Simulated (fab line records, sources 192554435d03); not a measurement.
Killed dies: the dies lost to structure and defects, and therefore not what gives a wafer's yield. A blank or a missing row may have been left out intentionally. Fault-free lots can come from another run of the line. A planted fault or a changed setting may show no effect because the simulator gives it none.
One fault through the eyes of 2 desks	flow n5Finfet	each desk has only its own numbers; what lay behind them comes last

AT THE TOOL OWNER'S DESK: lithoTrack-01
The tool's own readings at N5_BEOL_M14_COAT_58 (time 60 s, resist thk 89 nm): means of the sampled wafers that have a number, for each lot that ran on this tool. Marked OUT: a lot whose mean sits more than 4 standard deviations from the usual mean, which makes it out of limits; the brackets give that distance.
Columns: A = chillPlateTempC at N5_BEOL_M14_COAT_58, usual 22.99 C; B = exhaustPa at N5_BEOL_M14_COAT_58, usual 45.0 Pa; C = plateTempC at N5_BEOL_M14_COAT_58, usual 205.01 C; D = spinSpeedRpm at N5_BEOL_M14_COAT_58, usual 1500.0 rpm
lot	first seen here	A	B	C	D
L854	day 11 21:10	23.06	45.9	205.00	1500.2
L855	day 12 01:17	22.96	45.7	204.99	1501.8
L861	day 13 17:33	22.98	43.8	205.03	1668.1 (+99 or more) OUT
L858	day 14 22:56	22.85	46.1	205.03	1670.8 (+99 or more) OUT
L874	day 17 20:30	23.04	45.2	204.95	1499.5
L876	day 17 22:11	22.89	46.3	205.00	1500.1
Finding of this desk: L858, L861 out of limits; the first was L861 at day 13 17:33, on spinSpeedRpm at N5_BEOL_M14_COAT_58. Within limits: L854, L855, L874, L876.

FROM THE METROLOGY DESK
What the gauges read for every lot (on any tool): the sampled wafers with a number, averaged. Marked OUT: a lot whose mean sits more than 4 standard deviations from the usual mean, which makes it out of limits; the brackets give that distance.
Columns: A = trenchDepthNm at N5_BEOL_M13_OCD_MEAS_35, usual 415 nm; B = M13_RS at N5_BEOL_M13_RS_MEAS_54, usual 0.0447 ohm/sq
lot	first seen here	A	B
L853	day 10 22:09	412	0.0451
L854	day 11 14:37	411	0.0453
L855	day 11 21:10	411	0.0451
L856	day 11 23:27	416	0.0445
L861	day 13 12:47	416	0.0444
L858	day 14 16:13	419	0.0445
L867	day 15 21:23	409	0.0454
L868	day 15 21:58	416	0.0447
L870	day 16 12:41	421	0.0443
L873	day 17 14:57	425	0.0437
L874	day 17 17:34	419	0.0442
L876	day 17 19:28	418	0.0443
This desk's finding: nothing out of limits on any of the 12 lots.

PUT TOGETHER
At day 13 17:33, on L858, L861, the tool owner's desk was in a position to raise an alarm.
At the metrology desk, nothing out of limits was observed.
The metrology desk holds a record of L858, L861, inside its limits.
The lots listed all ran N5_BEOL_M14_COAT_58 on lithoTrack-01.

WHAT WAS PUT IN BY THE SIMULATOR
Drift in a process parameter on lithoTrack-01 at N5_BEOL_M14_COAT_58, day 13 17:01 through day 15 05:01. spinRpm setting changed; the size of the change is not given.
Lots struck among those shown: L858, L861.
Time in hours from fault onset to the first out-of-limits reading at each desk: the tool owner's desk, 1.
